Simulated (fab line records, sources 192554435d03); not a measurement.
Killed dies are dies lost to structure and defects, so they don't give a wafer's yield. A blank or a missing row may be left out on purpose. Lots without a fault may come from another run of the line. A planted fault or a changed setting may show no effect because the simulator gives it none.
Which tool did it? | flow n5_finfet | 9 lots, 22 wafers sampled, at 9 steps of a route of 1938

WHAT THE GAUGES READ, wafer by wafer
N5_BEOL_M4_RC_MEAS_101. Usual: DIBL_N 36.9 mV/V, standard deviation 2.1; DIBL_P 37.1 mV/V, standard deviation 2.5; IOFF_N 0.17 nA/um, standard deviation 0.039; IOFF_P 0.23 nA/um, standard deviation 0.043; ION_N 673 uA/um, standard deviation 15; ION_P 462 uA/um, standard deviation 9.1; SS_N 71.8 mV/dec, standard deviation 0.69; SS_P 73.6 mV/dec, standard deviation 0.74; VT_N 250 mV, standard deviation 3.6; VT_P -249.7 mV, standard deviation 2.9.
lot  | measured     | on        | DIBL_N (mV/V)  | DIBL_P (mV/V)  | IOFF_N (nA/um) | IOFF_P (nA/um) | ION_N (uA/um) | ION_P (uA/um) | SS_N (mV/dec)  | SS_P (mV/dec)  | VT_N (mV)   | VT_P (mV)            | flag
L152 | day 8 17:35  | prober-01 | 37.9 39.5 37.5 | 37.0 40.3 36.5 | 0.18 0.22 0.16 | 0.19 0.23 0.17 | 674 687 664   | 447 456 444   | 71.8 71.9 72.2 | 73.2 74.3 73.8 | 248 247 253 | -249.9 -250.1 -252.8 |
L157 | day 9 03:45  | prober-01 | 38.2 40.7      | 38.3 40.6      | 0.17 0.23      | 0.27 0.31      | 664 681       | 468 468       | 71.4 72.2      | 73.9 74.6      | 247 247     | -245.9 -244.4        |
L158 | day 9 06:20  | prober-01 | 35.2 38.6 39.4 | 34.9 38.4 39.8 | 0.13 0.20 0.21 | 0.19 0.26 0.27 | 657 673 680   | 453 462 467   | 71.6 71.9 71.9 | 72.6 73.9 73.5 | 254 250 245 | -252.9 -246.8 -245.6 |
L160 | day 10 02:35 | prober-02 | 34.7 37.2      | 36.2 38.4      | 0.14 0.19      | 0.21 0.25      | 661 668       | 459 466       | 71.6 72.7      | 73.8 74.6      | 252 249     | -247.3 -244.8        |
L164 | day 11 02:46 | prober-02 | 37.6 35.9      | 40.2 36.7      | 0.22 0.16      | 0.29 0.21      | 682 663       | 468 455       | 72.4 72.2      | 73.5 73.3      | 249 254     | -247.1 -252.4        |
L171 | day 12 20:08 | prober-01 | 40.9 39.5      | 43.4 40.8      | 0.28 0.22      | 0.34 0.28      | 707 682       | 486 456       | 74.2 73.1      | 75.1 75.3      | 243 244     | -244.5 -247.6        |
L173 | day 13 11:34 | prober-01 | 35.2 33.2 35.0 | 35.2 32.6 34.3 | 0.16 0.13 0.17 | 0.24 0.19 0.21 | 658 666 649   | 459 464 453   | 71.6 71.5 72.1 | 73.2 72.3 72.9 | 249 252 250 | -246.8 -248.8 -248.8 |
L174 | day 13 14:06 | prober-02 | 37.3 33.3 37.4 | 35.9 32.1 37.0 | 0.17 0.11 0.19 | 0.21 0.15 0.23 | 681 664 700   | 462 455 474   | 72.1 70.4 71.9 | 73.4 72.4 73.5 | 248 254 245 | -250.6 -254.1 -250.7 |
L175 | day 13 14:38 | prober-01 | 34.0 39.7      | 35.0 42.6      | 0.15 0.27      | 0.20 0.35      | 686 712       | 473 485       | 71.6 73.2      | 73.2 75.6      | 247 242     | -249.2 -245.4        |

N5_BEOL_M8_CD_MEAS_18: pitch 80 nm, target cd 40 nm. Usual: cd_nm 39.6 nm, standard deviation 0.72.
lot  | measured     | on        | cd_nm (nm)     | flag
L152 | day 10 09:20 | cd_sem-01 | 40.2 38.9 39.9 |
L157 | day 10 10:59 | cd_sem-01 | 38.5 38.2      |
L158 | day 10 19:45 | cd_sem-02 | 39.2 40.1 39.7 |
L160 | day 11 08:46 | cd_sem-02 | 38.8 39.2      |
L164 | day 12 10:29 | cd_sem-02 | 38.6 38.7      |
L171 | day 14 06:58 | cd_sem-01 | 38.7 40.2      |
L173 | day 14 14:23 | cd_sem-01 | 39.7 40.5 38.8 |
L174 | day 14 22:31 | cd_sem-02 | 40.8 40.6 40.6 |
L175 | day 14 20:40 | cd_sem-03 | 40.0 40.3      |

N5_BEOL_M8_OVL_MEAS_29. Usual: V7_OVL -0.2 nm, standard deviation 0.76.
lot  | measured     | on         | V7_OVL (nm)    | flag
L152 | day 10 09:48 | overlay-02 | -0.1 -0.9 -0.6 |
L157 | day 10 12:46 | overlay-01 | -0.8 0.3       |
L158 | day 10 20:52 | overlay-01 | 0.5 -0.2 0.3   |
L160 | day 11 09:08 | overlay-01 | -1.2 -0.6      |
L164 | day 12 12:33 | overlay-02 | 0.2 -0.4       |
L171 | day 14 07:22 | overlay-02 | -0.5 -0.3      |
L173 | day 14 15:42 | overlay-01 | -1.1 -1.5 -1.1 |
L174 | day 15 00:37 | overlay-02 | -0.5 0.1 -0.4  |
L175 | day 14 23:47 | overlay-01 | -1.9 -1.5      |

N5_BEOL_M8_OCD_MEAS_38. Usual: trench_depth_nm 92.6 nm, standard deviation 2.3.
lot  | measured     | on     | trench_depth_nm (nm) | flag
L152 | day 10 11:16 | ocd-02 | 95.0 88.3 94.5       |
L157 | day 10 13:58 | ocd-01 | 92.9 94.3            |
L158 | day 10 21:24 | ocd-01 | 96.7 94.4 92.7       |
L160 | day 11 09:41 | ocd-02 | 94.2 92.3            |
L164 | day 12 13:11 | ocd-02 | 95.1 29.5            | OFF
L171 | day 14 08:31 | ocd-02 | 93.9 95.3            |
L173 | day 14 16:13 | ocd-01 | 92.3 94.1 91.9       |
L174 | day 15 01:13 | ocd-02 | 94.2 93.5 92.9       |
L175 | day 15 00:25 | ocd-02 | 93.2 93.6            |

N5_BEOL_M8_THK_MEAS_53: measures by xrf. Usual: M8_THK 80.8 nm, standard deviation 2.8.
lot  | measured     | on            | M8_THK (nm)    | flag
L152 | day 10 15:01 | film_metro-01 | 81.7 76.0 81.9 |
L157 | day 10 18:07 | film_metro-02 | 81.3 83.3      |
L158 | day 11 00:06 | film_metro-01 | 86.3 82.0 82.5 |
L160 | day 11 14:10 | film_metro-02 | 79.8 81.6      |
L164 | day 12 15:32 | film_metro-02 | 83.9 -         |
L171 | day 14 10:42 | film_metro-02 | 81.7 83.0      |
L173 | day 14 18:40 | film_metro-02 | 79.5 84.0 82.1 |
L174 | day 15 04:03 | film_metro-01 | 81.5 83.6 84.3 |
L175 | day 15 03:31 | film_metro-01 | 81.7 82.5      |

N5_BEOL_M8_RS_MEAS_57: measures by four-point-probe. Usual: M8_RS 0.289 ohm/sq, standard deviation 0.012.
lot  | measured     | on            | M8_RS (ohm/sq)    | flag
L152 | day 10 15:09 | film_metro-01 | 0.288 0.312 0.288 |
L157 | day 10 18:14 | film_metro-01 | 0.284 0.276       |
L158 | day 11 00:14 | film_metro-02 | 0.268 0.282 0.283 |
L160 | day 11 14:18 | film_metro-02 | 0.298 0.290       |
L164 | day 12 15:40 | film_metro-02 | 0.274 -           |
L171 | day 14 10:50 | film_metro-02 | 0.283 0.277       |
L173 | day 14 18:48 | film_metro-02 | 0.292 0.275 0.284 |
L174 | day 15 04:11 | film_metro-02 | 0.286 0.279 0.275 |
L175 | day 15 03:38 | film_metro-01 | 0.285 0.282       |

WHICH TOOL RAN EACH LOT (tool, then ch and the chambers of the sampled wafers, then the start)
lot  | N5_BEOL_M8_HM_DEP_02         | N5_BEOL_M8_VIA_ETCH_34             | N5_BEOL_M8_DEGAS_44
L152 | pvd_sputter-01, day 10 07:12 | rie_diel-05 ch 0,3, day 10 11:01   | pvd_sputter-03, day 10 13:35
L157 | pvd_sputter-01, day 10 08:55 | rie_diel-03 ch 0,3, day 10 13:43   | pvd_sputter-01, day 10 16:28
L158 | pvd_sputter-01, day 10 17:23 | rie_diel-05 ch 0,1,2, day 10 21:09 | pvd_sputter-01, day 10 22:16
L160 | pvd_sputter-01, day 11 07:49 | rie_diel-05 ch 0,1, day 11 09:25   | pvd_sputter-03, day 11 10:39
L164 | pvd_sputter-01, day 12 09:14 | rie_diel-05 ch 0, day 12 12:56     | pvd_sputter-02, day 12 14:02
L171 | pvd_sputter-03, day 14 05:35 | rie_diel-03 ch 1,2, day 14 08:16   | pvd_sputter-03, day 14 09:13
L173 | pvd_sputter-03, day 14 13:17 | rie_diel-05 ch 0,1, day 14 15:58   | pvd_sputter-03, day 14 16:50
L174 | pvd_sputter-02, day 14 21:35 | rie_diel-05 ch 0,1, day 15 00:57   | pvd_sputter-01, day 15 02:13
L175 | pvd_sputter-03, day 14 19:37 | rie_diel-05 ch 0,2, day 15 00:11   | pvd_sputter-01, day 15 01:08
- N5_BEOL_M8_HM_DEP_02: deposits TiN, target thk 20 nm.
- N5_BEOL_M8_VIA_ETCH_34: etches SiCOH lowk in C4F6/O2, target depth 125.5 nm, time 50.5 s.
- N5_BEOL_M8_DEGAS_44: time 60 s.

WHAT THE TOOLS THEMSELVES READ (means of the sampled wafers that have a number; where no wafer has one, the mark that the record gives instead)
N5_BEOL_M8_HM_DEP_02. Usual: susceptor_temp_C 25.01 C, standard deviation 0.099; throttle_valve_pct 29.5 %, standard deviation 0.91.
lot  | tool           | susceptor_temp_C (C) | throttle_valve_pct (%) | flag
L152 | pvd_sputter-01 | 24.98                | 29.0                   |
L157 | pvd_sputter-01 | 25.05                | 28.6                   |
L158 | pvd_sputter-01 | 24.94                | 29.6                   |
L160 | pvd_sputter-01 | 24.99                | 29.6                   |
L164 | pvd_sputter-01 | 25.00                | 29.7                   |
L171 | pvd_sputter-03 | 24.98                | 29.5                   |
L173 | pvd_sputter-03 | 25.08                | 30.0                   |
L174 | pvd_sputter-02 | 25.02                | 30.3                   |
L175 | pvd_sputter-03 | 24.99                | 29.9                   |

N5_BEOL_M8_VIA_ETCH_34. Usual: drypump_motor_current_A 5.5 A, standard deviation 0.52; oes_product_au 0.80 a.u., standard deviation 0.084; rf_fwd_power_W 341.8 W, standard deviation 1.4; rf_vpp_V 661 V, standard deviation 18; showerhead_plenum_p_Torr 2.82 Torr, standard deviation 0.066; throttle_valve_pct 20.95 %, standard deviation 0.2.
lot  | tool        | drypump_motor_current_A (A) | oes_product_au (a.u.) | rf_fwd_power_W (W) | rf_vpp_V (V) | showerhead_plenum_p_Torr (Torr) | throttle_valve_pct (%) | flag
L152 | rie_diel-05 | 6.0                         | 0.79                  | 342.7              | 658          | 2.79                            | 21.05                  |
L157 | rie_diel-03 | 5.9                         | 0.94                  | 339.5              | 680          | 2.85                            | 20.91                  |
L158 | rie_diel-05 | 5.3                         | 0.80                  | 342.0              | 658          | 2.79                            | 20.92                  |
L160 | rie_diel-05 | 5.5                         | 0.82                  | 342.4              | 670          | 2.83                            | 20.89                  |
L164 | rie_diel-05 | 5.9                         | 0.66                  | 342.0              | 656          | 2.77                            | 21.02                  |
L171 | rie_diel-03 | 5.8                         | 0.83                  | 341.4              | 672          | 2.81                            | 20.75                  |
L173 | rie_diel-05 | 5.4                         | 0.79                  | 343.9              | 677          | 2.83                            | 20.87                  |
L174 | rie_diel-05 | 5.6                         | 0.79                  | 342.4              | 666          | 2.80                            | 20.99                  |
L175 | rie_diel-05 | 5.3                         | 0.76                  | 343.4              | 644          | 2.74                            | 21.09                  |

N5_BEOL_M8_DEGAS_44. Usual: heater_power_w 325 W, standard deviation 32; susceptor_temp_C 249.97 C, standard deviation 0.18.
lot  | tool           | heater_power_w (W) | susceptor_temp_C (C) | flag
L152 | pvd_sputter-03 | 317                | 249.90               |
L157 | pvd_sputter-01 | 338                | 249.75               |
L158 | pvd_sputter-01 | 346                | 249.84               |
L160 | pvd_sputter-03 | 344                | 250.33               |
L164 | pvd_sputter-02 | 336                | 250.14               |
L171 | pvd_sputter-03 | 349                | 250.13               |
L173 | pvd_sputter-03 | 316                | 250.04               |
L174 | pvd_sputter-01 | 320                | 250.10               |
L175 | pvd_sputter-01 | 344                | 250.03               |

THE ANSWER, worked out from the rows above alone
Rule: a lot is off if the mean of its wafers that have a number lies more than 3 standard deviations from the usual mean. A lot without any number at a reading at which 4 lots or more have one is off too. The other lots that the step has rows for count as sound. The gauges are gone through in route order, then the tools' own readings, and for those a lot's mean is taken as printed above. The first step at which some lot is off is used, and at that step the reading that is off furthest; a lot without a number counts as furthest.
Off: L164, at N5_BEOL_M8_OCD_MEAS_38 (trench_depth_nm).
A tool fits if, at a process step before that reading, it ran every lot that is off, and no sound lot after the first of them. The gauges at N5_BEOL_M8_OCD_MEAS_38 are tried like those tools. One fits: pvd_sputter-01 at N5_BEOL_M8_HM_DEP_02. Its last sound lot is L160 (day 11 07:49), its first lot that is off L164 (day 12 09:14): a fault that began between those two fits.

WHAT THE SIMULATOR HAD PUT IN
Process parameter drift: pvd_sputter-01, from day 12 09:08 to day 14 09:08, at N5_BEOL_M8_HM_DEP_02. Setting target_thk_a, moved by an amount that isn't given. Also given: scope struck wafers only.
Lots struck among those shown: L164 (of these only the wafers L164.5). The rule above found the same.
